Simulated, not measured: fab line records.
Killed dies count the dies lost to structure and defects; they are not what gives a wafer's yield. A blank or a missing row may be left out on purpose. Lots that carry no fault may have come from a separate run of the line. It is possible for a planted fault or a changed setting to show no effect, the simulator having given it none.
Chamber matching :: flow n5Finfet :: thermalCvdSi-01 running N5_HKMG_FIN_CVD_62: 3 sister chambers
The step deposits a-Si from Si2H6, target thk 3 nm, time 20.8 s. 6 wafers are shown with their chamber, then 11 later ones without.

== WAFERS WITH THEIR CHAMBER ==
wafer: L084.4
chamber: 0
heaterPowerW (W): 1666

wafer: L084.6
chamber: 2
heaterPowerW (W): 1246

wafer: L087.1
chamber: 1
heaterPowerW (W): 1520

wafer: L087.2
chamber: 0
heaterPowerW (W): 1680

wafer: L087.3
chamber: 2
heaterPowerW (W): 1247

wafer: L088.1
chamber: 1
heaterPowerW (W): 1557

== WAFERS WITHOUT THEIR CHAMBER ==
wafer: L088.4
heaterPowerW (W): 1531

wafer: L088.6
heaterPowerW (W): 1212

wafer: L090.3
heaterPowerW (W): 1647

wafer: L090.4
heaterPowerW (W): 1651

wafer: L090.6
heaterPowerW (W): 1245

wafer: L091.2
heaterPowerW (W): 1243

wafer: L091.4
heaterPowerW (W): 1583

wafer: L091.6
heaterPowerW (W): 1256

wafer: L096.1
heaterPowerW (W): 1548

wafer: L096.3
heaterPowerW (W): 1711

wafer: L096.5
heaterPowerW (W): 1279

== THE CHAMBER EACH PASSED THROUGH ==
wafer: L088.4
from the rows above: 1
in truth: 1

wafer: L088.6
from the rows above: 2
in truth: 2

wafer: L090.3
from the rows above: 0
in truth: 0

wafer: L090.4
from the rows above: 0
in truth: 0

wafer: L090.6
from the rows above: 2
in truth: 2

wafer: L091.2
from the rows above: 2
in truth: 2

wafer: L091.4
from the rows above: 1
in truth: 1

wafer: L091.6
from the rows above: 2
in truth: 2

wafer: L096.1
from the rows above: 1
in truth: 1

wafer: L096.3
from the rows above: 0
in truth: 0

wafer: L096.5
from the rows above: 2
in truth: 2
Placed correctly: 11 of 11. Can't be placed from these rows: 0. Number placed wrongly: 0.
How it was worked out, from the rows above alone: a wafer's distance from a chamber is the root of the sum, over the readings, of the square of ((its reading less the chamber's mean) divided by the reading's scatter). If the next closest chamber is less than 2 further off than the closest, the wafer can't be placed; otherwise it belongs to the closest. For every chamber, the mean is computed from those of its wafers that are shown. The scatter: the root of (the sum of the squares of (reading less its chamber's mean) over the shown wafers, divided by (wafers less chambers)).
